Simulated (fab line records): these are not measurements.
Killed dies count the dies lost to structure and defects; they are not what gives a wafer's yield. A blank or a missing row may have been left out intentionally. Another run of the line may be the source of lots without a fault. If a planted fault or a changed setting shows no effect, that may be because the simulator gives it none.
Which tool is to blame? | flow n5-finfet | 9 lots with 27 wafers sampled at 6 steps, on a route of 1938 steps

== WHAT THE GAUGES SHOWED, per wafer ==
N5_BEOL_M4_RC_MEAS_101. Usual: DIBL_N 36.0 mV/V, standard deviation 1.7; DIBL_P 36.0 mV/V, standard deviation 2; IOFF_N 0.156 nA/um, standard deviation 0.028; IOFF_P 0.21 nA/um, standard deviation 0.04; ION_N 673 uA/um, standard deviation 12; ION_P 463 uA/um, standard deviation 8.3; SS_N 71.4 mV/dec, standard deviation 0.6; SS_P 73.3 mV/dec, standard deviation 0.66; VT_N 250 mV, standard deviation 3; VT_P -250 mV, standard deviation 3.8.
lot  | measured     | on        | DIBL_N (mV/V)  | DIBL_P (mV/V)  | IOFF_N (nA/um)    | IOFF_P (nA/um) | ION_N (uA/um) | ION_P (uA/um) | SS_N (mV/dec)  | SS_P (mV/dec)  | VT_N (mV)   | VT_P (mV)      | flag
L553 | day 7 21:32  | prober-01 | 35.2 33.2 33.7 | 35.4 33.1 34.3 | 0.146 0.118 0.132 | 0.20 0.16 0.19 | 668 661 667   | 470 461 458   | 71.2 70.4 71.0 | 73.2 73.0 72.7 | 252 254 252 | -250 -253 -250 |
L554 | day 8 05:31  | prober-01 | 33.3 35.7 35.2 | 32.2 35.4 34.4 | 0.102 0.135 0.136 | 0.17 0.20 0.20 | 653 654 666   | 460 456 459   | 70.6 72.1 71.4 | 72.2 73.7 72.7 | 256 254 254 | -253 -251 -249 |
L556 | day 8 11:33  | prober-02 | 36.9 36.9 34.7 | 36.3 35.9 34.3 | 0.167 0.153 0.123 | 0.18 0.18 0.16 | 677 660 672   | 461 448 457   | 71.3 71.9 70.7 | 73.6 73.7 72.6 | 250 255 254 | -254 -255 -254 |
L561 | day 9 16:02  | prober-02 | 36.1 36.3 36.6 | 35.1 35.6 35.9 | 0.155 0.168 0.159 | 0.20 0.22 0.22 | 669 681 673   | 462 465 461   | 71.7 70.9 71.8 | 73.6 73.2 74.5 | 252 248 251 | -251 -247 -250 |
L565 | day 10 22:46 | prober-02 | 35.4 33.6 35.8 | 35.3 34.6 36.7 | 0.164 0.139 0.188 | 0.23 0.23 0.27 | 678 672 695   | 467 474 480   | 71.0 70.8 71.8 | 72.4 72.7 73.8 | 247 248 246 | -245 -247 -245 |
L568 | day 11 14:01 | prober-02 | 38.0 36.2 33.9 | 39.2 36.7 34.5 | 0.202 0.174 0.133 | 0.22 0.19 0.16 | 691 681 667   | 464 458 457   | 72.0 71.3 70.4 | 74.4 73.9 73.4 | 245 248 251 | -251 -252 -256 |
L569 | day 11 23:07 | prober-02 | 38.2 37.0 34.4 | 39.8 38.4 35.9 | 0.180 0.150 0.121 | 0.26 0.23 0.20 | 676 660 663   | 466 456 460   | 71.8 71.2 70.9 | 73.4 73.9 72.9 | 248 251 253 | -246 -247 -250 |
L574 | day 13 08:37 | prober-02 | 34.3 34.2 34.4 | 34.3 33.8 34.6 | 0.137 0.136 0.143 | 0.20 0.19 0.21 | 671 672 675   | 463 468 472   | 71.6 70.3 70.9 | 73.4 72.6 73.2 | 252 250 249 | -247 -249 -245 |
L573 | day 13 12:47 | prober-01 | 38.1 37.2 38.8 | 38.5 36.4 38.3 | 0.208 0.179 0.202 | 0.24 0.20 0.25 | 692 673 686   | 468 455 466   | 71.7 71.9 72.1 | 73.9 73.5 74.6 | 247 249 246 | -249 -254 -250 |

N5_BEOL_M9_THK_MEAS_01. Usual: M9_ILD_THK gives 267 nm (standard deviation 3.9).
lot  | measured     | on            | M9_ILD_THK (nm) | flag
L553 | day 9 11:03  | film-metro-02 | 270 264 270     |
L554 | day 9 19:05  | film-metro-01 | 266 268 270     |
L556 | day 9 21:53  | film-metro-02 | 541 555 545     | OFF
L561 | day 11 10:41 | film-metro-01 | 542 553 548     | OFF
L565 | day 12 16:53 | film-metro-01 | 542 531 543     | OFF
L568 | day 13 07:12 | film-metro-02 | 263 270 266     |
L569 | day 13 23:51 | film-metro-02 | 267 266 266     |
L574 | day 15 02:10 | film-metro-02 | 271 267 270     |
L573 | day 15 02:29 | film-metro-02 | 257 264 262     |

== EACH LOT AND THE TOOL THAT RAN IT (in order: tool; ch and the chambers of the sampled wafers; start) ==
lot  | N5_BEOL_M8_ALD_77                   | N5_BEOL_M8_SURFACE_TREAT_79  | N5_BEOL_M9_ILD_DEP_00           | N5_BEOL_M9_CURE_71
L553 | ald-metal-04 ch 1,3, day 9 08:04    | pvd-sputter-01, day 9 08:44  | pecvd-01 ch 0,1,2, day 9 09:59  | uv-cure-02 ch 1, day 9 10:13
L554 | ald-metal-02 ch 2,3, day 9 16:32    | pvd-sputter-03, day 9 16:49  | pecvd-02 ch 0,1, day 9 17:59    | uv-cure-03 ch 2, day 9 18:15
L556 | ald-metal-03 ch 1,2,3, day 9 19:02  | pvd-sputter-02, day 9 19:20  | pecvd-04 ch 0,2, day 9 20:33    | uv-cure-03 ch 0, day 9 21:03
L561 | ald-metal-02 ch 0,1, day 11 06:53   | pvd-sputter-01, day 11 07:17 | pecvd-01 ch 0,2, day 11 08:58   | uv-cure-01 ch 1, day 11 10:15
L565 | ald-metal-04 ch 2,3, day 12 12:26   | pvd-sputter-03, day 12 12:46 | pecvd-01 ch 0,1,2, day 12 15:33 | uv-cure-01 ch 2, day 12 15:53
L568 | ald-metal-04 ch 1,2,3, day 13 05:04 | pvd-sputter-02, day 13 05:21 | pecvd-04 ch 0,2, day 13 06:37   | uv-cure-01 ch 0, day 13 06:41
L569 | ald-metal-03 ch 0,1, day 13 20:41   | pvd-sputter-02, day 13 21:01 | pecvd-04 ch 1,2, day 13 22:46   | uv-cure-02 ch 0, day 13 23:10
L574 | ald-metal-04 ch 0,2,3, day 14 23:59 | pvd-sputter-02, day 15 00:20 | pecvd-01 ch 0,1,2, day 15 01:35 | uv-cure-01 ch 2, day 15 01:40
L573 | ald-metal-04 ch 0,1, day 15 00:22   | pvd-sputter-02, day 15 00:40 | pecvd-04 ch 0,1,2, day 15 01:53 | uv-cure-02 ch 0, day 15 01:58
- N5_BEOL_M8_ALD_77: deposits TaN, target thk 2 nm, pulse time 2 s, purge time 3 s.
- N5_BEOL_M8_SURFACE_TREAT_79
- N5_BEOL_M9_ILD_DEP_00: deposits SiCOH lowk from DEMS/porogen, target thk 308.51 nm, time 58 s.
- N5_BEOL_M9_CURE_71: cures SiCOH lowk, time 240 s.

== AS READ BY THE TOOLS THEMSELVES (means over the sampled wafers that have a number; for cases with no such wafer, the mark the record gives instead) ==
N5_BEOL_M8_ALD_77. Usual: heater-power-outer-w 222 W, standard deviation 15; heater-power-w 399 W, standard deviation 32.
lot  | tool         | heater-power-outer-w (W) | heater-power-w (W) | flag
L553 | ald-metal-04 | 220                      | 409                |
L554 | ald-metal-02 | 238                      | 407                |
L556 | ald-metal-03 | 222                      | 410                |
L561 | ald-metal-02 | 221                      | 391                |
L565 | ald-metal-04 | 216                      | 379                |
L568 | ald-metal-04 | 218                      | 399                |
L569 | ald-metal-03 | 247                      | 459                |
L574 | ald-metal-04 | 214                      | 387                |
L573 | ald-metal-04 | 212                      | 389                |

N5_BEOL_M9_ILD_DEP_00. Usual: heater-power-outer-w 121 W, standard deviation 29; heater-power-w 284 W, standard deviation 40; showerhead-plenum-p-Torr 5.733 Torr, standard deviation 0.019; throttle-valve-pct 13.5 %, standard deviation 0.67.
lot  | tool     | heater-power-outer-w (W) | heater-power-w (W) | showerhead-plenum-p-Torr (Torr) | throttle-valve-pct (%) | flag
L553 | pecvd-01 | 119                      | 280                | 5.725                           | 13.3                   |
L554 | pecvd-02 | 143                      | 320                | 5.750                           | 13.6                   |
L556 | pecvd-04 | 139                      | 308                | 5.736                           | 13.0                   |
L561 | pecvd-01 | 92                       | 252                | 5.721                           | 13.3                   |
L565 | pecvd-01 | 116                      | 278                | 5.723                           | 13.4                   |
L568 | pecvd-04 | 139                      | 308                | 5.756                           | 13.7                   |
L569 | pecvd-04 | 114                      | 272                | 5.740                           | 13.3                   |
L574 | pecvd-01 | 119                      | 283                | 5.719                           | 13.5                   |
L573 | pecvd-04 | 119                      | 280                | 5.743                           | 13.4                   |

N5_BEOL_M9_CURE_71. Usual: lamp-power-pct 52.32 %, standard deviation 0.054; wafer_temp_C_max 386.7, standard deviation 0.49.
lot  | tool       | lamp-power-pct (%) | wafer_temp_C_max | flag
L553 | uv-cure-02 | 52.32              | 387.1            |
L554 | uv-cure-03 | 52.36              | 386.3            |
L556 | uv-cure-03 | 52.31              | 386.3            |
L561 | uv-cure-01 | 52.34              | 386.4            |
L565 | uv-cure-01 | 52.26              | 386.9            |
L568 | uv-cure-01 | 52.38              | 386.6            |
L569 | uv-cure-02 | 52.32              | 386.3            |
L574 | uv-cure-01 | 52.30              | 386.3            |
L573 | uv-cure-02 | 52.31              | 386.4            |

== THE ANSWER, worked out from the rows above alone ==
Rule: take the mean of a lot's wafers that have a number; if it is more than 3 standard deviations from the usual mean, the lot is off. Also off: a lot with no number at a reading for which 4 or more lots have one. Where the step has rows for the other lots, those lots are counted as sound. The gauges are gone through in route order, then the tools' own readings, and for those a lot's mean is taken as printed above. At the first step where some lot is off, the reading lying furthest off is the one used; lots without a number count as furthest.
Off: at N5_BEOL_M9_THK_MEAS_01 (M9_ILD_THK), L556, L561, L565.
If a tool, at a process step before that reading, ran all the lots that are off and no sound lot after the first of them, it fits. The gauges at N5_BEOL_M9_THK_MEAS_01 are tried like those tools. No candidate that was tried fits.

== WHAT THE SIMULATOR HAD INSERTED ==
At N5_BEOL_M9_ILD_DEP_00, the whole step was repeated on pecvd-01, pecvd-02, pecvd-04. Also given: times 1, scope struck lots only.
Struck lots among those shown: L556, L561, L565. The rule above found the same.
